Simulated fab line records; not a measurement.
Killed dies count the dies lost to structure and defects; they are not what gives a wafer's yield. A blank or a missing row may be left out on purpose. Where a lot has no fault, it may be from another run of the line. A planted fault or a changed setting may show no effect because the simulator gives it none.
A lot that was struck, set against a sound lot / flow nand-harc / 19 steps out of a route of 1159
Sound: these wafers, L644.1, L644.2, L644.3. Struck: wafers L656.2, L656.4. (L656.3 of the same lot was not struck and is left out.) The cause comes at the end.
Each step with rows lists, per side, the tool, then ch with its chambers, then its first start. Under that, the readings that differ: sound wafers / struck wafers / difference of the means / sigmas: that difference in standard deviations of wafers without a fault.
alike: words and numbers the same on both sides, and readings whose means are apart by under 2 such deviations; not compared: readings that were withheld, readings missing a value for some wafer, numbers with overlapping values and no deviation given by the record, and bounds like >300 which may hide the same value.
Wherever a step has rows on one side only, a row that says differs or no value, or a row with sigmas, the two part there. Numbers that don't overlap but have no deviation are shown without sigmas and don't part them. A reading missing from all wafers of one side parts the sides only when that side holds two or more wafers.

first, 9 steps without rows for these wafers: NHARC_THIN_TSV_PVD_24 (deposits Al, target thk 800 nm); NHARC_THIN_TSV_DEHYDRATE_25 (time 120 s); NHARC_THIN_TSV_HMDS_26 (time 30 s); NHARC_THIN_TSV_COAT_27; NHARC_THIN_TSV_SOFTBAKE_28 (time 95 s); NHARC_THIN_TSV_EBR_29; NHARC_THIN_TSV_EXPOSE_30 (exposes mask PAD); NHARC_THIN_TSV_PEB_31 (peb time 85 s); NHARC_THIN_TSV_DEVELOP_32 (time 70 s).
NHARC_THIN_TSV_CD_MEAS_33 targets a cd of 5000 nm.
  sound on cd-sem-02 ch 0, day 19 09:10; struck on cd-sem-02 ch 0, day 22 04:24
  alike: cd-nm
then, 1 step without rows for these wafers: NHARC_THIN_TSV_HARDBAKE_34 (time 80 s).
NHARC_THIN_TSV_DESCUM_35: chemistry O2, time 3 s.
  sound on rie-diel-12 ch 0,1,3, day 19 09:19; struck on rie-diel-06 ch 1,3, day 22 04:34
reading=rf-hours-counter-h (h); sound=7 6 7; struck=5 5; difference=-2; sigmas=
  alike: drypump-motor-current-A, oes-product-au, rf-vpp-V, showerhead-plenum-p-Torr, throttle-valve-pct
NHARC_THIN_TSV_ETCH_59: etches the open film in Cl2/BCl3, target depth 880 nm, time 138.1 s.
  sound on rie-metal-03 ch 0,1, day 19 09:27; struck on rie-metal-01 ch 0,1, day 22 04:41
reading=oes-product-au (a.u.); sound=1.014 1.005 1.014; struck=1.448 1.413; difference=+0.419; sigmas=+53
  alike: bcl3-flow-sccm, drypump-motor-current-A, mfc-cl2-sccm, throttle-valve-pct
  not compared: rf-hours-counter-h
NHARC_THIN_TSV_ETCH_36: etches the open film in Cl2/BCl3, target depth 65 nm, time 18.571 s.
  sound on rie-metal-03 ch 0,1, day 19 09:42; struck on rie-metal-01 ch 0,1, day 22 04:56
  alike: drypump-motor-current-A, oes-product-au
  not compared: rf-hours-counter-h
NHARC_THIN_TSV_STRIP_56: strips in O2.
  sound on plasma-asher-01 ch 0,1, day 19 09:48; struck on plasma-asher-01 ch 0,1, day 22 05:11
  alike: drypump-motor-current-A, heater-power-w
  not compared: rf-hours-counter-h
then, 1 step without rows for these wafers: NHARC_THIN_TSV_STRIP_57 (strips in post etch residue remover, time 1200 s).
NHARC_THIN_TSV_CD_MEAS_37:
  sound: cd-sem-03 at day 19 10:35; struck: cd-sem-01 at day 22 05:56
reading=cd-nm (nm); sound=5000.6 5000.3 4996.9; struck=4976.5 4978.5; difference=-21.8; sigmas=-9
then, 1 step without rows for these wafers: NHARC_THIN_TSV_ANNEAL_58 (time 1800 s).
NHARC_END_SORT_01:
  at this point the record logs the struck wafers (prober-01 ch 0, day 22 14:14) and has no rows for the sound ones

## WHERE THEY PART
At NHARC_THIN_TSV_ETCH_59 first; at NHARC_END_SORT_01 last (within this record only).

WHY: what had been put in by the simulator
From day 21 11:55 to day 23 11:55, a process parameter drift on rie-metal-01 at NHARC_THIN_TSV_ETCH_59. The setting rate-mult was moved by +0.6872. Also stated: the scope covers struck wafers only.
